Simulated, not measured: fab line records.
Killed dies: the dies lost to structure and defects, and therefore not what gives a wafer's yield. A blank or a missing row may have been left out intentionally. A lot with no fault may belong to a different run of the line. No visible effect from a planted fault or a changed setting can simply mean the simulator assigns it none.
Chamber matching    flow n5_finfet    4 sister chambers for N5_BEOL_M7_ETCH_61 on rie_diel-02
The step etches SiARC in CF4, target depth 45.5 nm, time 75.8 s. 8 wafers are shown with their chamber, then 7 later ones without.

== WAFERS WITH THEIR CHAMBER ==
wafer   chamber  showerhead_plenum_p_Torr (Torr)  drypump_motor_current_A (A)
L081.6  0        2.17                             5.5
L086.2  0        2.17                             5.6
L087.2  3        2.28                             5.7
L087.5  2        2.21                             5.7
L089.4  3        2.28                             5.7
L089.6  1        2.17                             6.0
L092.2  2        2.21                             5.7
L092.4  1        2.16                             6.0

== WAFERS WITH NO CHAMBER GIVEN ==
wafer   showerhead_plenum_p_Torr (Torr)  drypump_motor_current_A (A)
L092.5  2.21                             5.7
L093.2  2.16                             5.6
L093.4  2.28                             5.7
L093.6  2.16                             5.6
L097.1  2.16                             5.5
L097.3  2.16                             6.0
L097.6  2.27                             5.7

== CHAMBER TAKEN BY EACH ==
wafer   from the rows above  in truth
L092.5  2                    2
L093.2  0                    0
L093.4  3                    3
L093.6  0                    0
L097.1  0                    0
L097.3  1                    1
L097.6  3                    3
Correct placement for 7 of the 7. Left unplaced by these rows: 0. Wrongly placed: 0.
How it was worked out, from the rows above alone: a wafer's distance from a chamber is the root of the sum, over the readings, of the square of ((its reading less the chamber's mean) divided by the reading's scatter). The wafer belongs to the nearest chamber; if the next one is less than 2 further off, it can't be placed. A chamber's mean is the mean of its shown wafers. How the scatter is found: for the shown wafers, subtract from each reading the mean of its chamber, square and add these, divide the total by (wafers less chambers), then take the root.
